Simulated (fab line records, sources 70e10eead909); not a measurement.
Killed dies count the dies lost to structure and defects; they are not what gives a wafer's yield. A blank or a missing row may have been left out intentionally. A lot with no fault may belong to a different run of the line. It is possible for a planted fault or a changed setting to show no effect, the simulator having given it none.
Which tool did it? :: flow nandHarc :: 12 lots, 36 wafers sampled, at 1 step of a route of 1159

## WHAT THE GAUGES SHOWED, per wafer
NHARC_A_CHANNEL_HOLE_D1_OVL_MEAS_11. Usual: overlayXNm -0.1 nm, standard deviation 0.94; overlayYNm 0.2 nm, standard deviation 0.93.
lot: L117
measured: day 8 23:36
on: overlay-01
overlayXNm (nm): 2.1 2.1 2.1
overlayYNm (nm): -0.8 -1.0 -1.2
flag: 

lot: L118
measured: day 9 14:17
on: overlay-01
overlayXNm (nm): 0.5 0.0 0.9
overlayYNm (nm): 3.1 2.6 2.9
flag: 

lot: L119
measured: day 9 14:27
on: overlay-02
overlayXNm (nm): -0.1 0.6 0.2
overlayYNm (nm): 0.3 0.3 0.2
flag: 

lot: L123
measured: day 10 11:58
on: overlay-02
overlayXNm (nm): 0.4 -0.4 1.1
overlayYNm (nm): 0.2 -0.1 0.1
flag: 

lot: L124
measured: day 10 13:05
on: overlay-02
overlayXNm (nm): -0.5 -0.7 -0.6
overlayYNm (nm): 0.7 0.8 0.2
flag: 

lot: L125
measured: day 11 13:43
on: overlay-02
overlayXNm (nm): -0.2 0.0 -0.8
overlayYNm (nm): -0.4 0.0 -0.6
flag: 

lot: L132
measured: day 12 18:47
on: overlay-02
overlayXNm (nm): 0.0 0.1 -0.3
overlayYNm (nm): -1.4 -0.6 -0.8
flag: 

lot: L133
measured: day 12 19:03
on: overlay-01
overlayXNm (nm): 1.4 0.8 0.8
overlayYNm (nm): 0.0 -0.3 -0.1
flag: 

lot: L135
measured: day 13 08:49
on: overlay-01
overlayXNm (nm): -0.3 0.1 -0.2
overlayYNm (nm): 0.5 0.4 0.8
flag: 

lot: L134
measured: day 13 10:10
on: overlay-01
overlayXNm (nm): 0.6 0.2 0.7
overlayYNm (nm): 0.0 0.4 -0.2
flag: 

lot: L136
measured: day 13 12:02
on: overlay-01
overlayXNm (nm): -0.8 -1.1 -0.1
overlayYNm (nm): 1.3 1.6 1.4
flag: 

lot: L137
measured: day 14 01:14
on: overlay-02
overlayXNm (nm): -0.8 -1.1 -0.6
overlayYNm (nm): 0.8 1.0 1.5
flag: 

## TOOL THAT RAN EACH LOT (tool first, then ch and the chambers of the sampled wafers, then the start)
The record holds no process step before these readings.

## AS READ BY THE TOOLS THEMSELVES (means over the sampled wafers that have a number; for cases with no such wafer, the mark the record gives instead)
The record holds no such reading with a usual standard deviation.

## THE ANSWER, worked out from the rows above alone
Rule: a lot is off if the mean of its wafers that have a number lies more than 3 standard deviations from the usual mean. A lot without any number at a reading at which 4 lots or more have one is off too. Where the step has rows for the other lots, those lots are counted as sound. The gauges are gone through in route order, then the tools' own readings, and for those a lot's mean is taken as printed above. The first step at which some lot is off is used, and at that step the reading that is off furthest; a lot without a number counts as furthest.
Nothing can be told from this: no lot is off at any reading shown.

## WHAT THE SIMULATOR HAD INSERTED
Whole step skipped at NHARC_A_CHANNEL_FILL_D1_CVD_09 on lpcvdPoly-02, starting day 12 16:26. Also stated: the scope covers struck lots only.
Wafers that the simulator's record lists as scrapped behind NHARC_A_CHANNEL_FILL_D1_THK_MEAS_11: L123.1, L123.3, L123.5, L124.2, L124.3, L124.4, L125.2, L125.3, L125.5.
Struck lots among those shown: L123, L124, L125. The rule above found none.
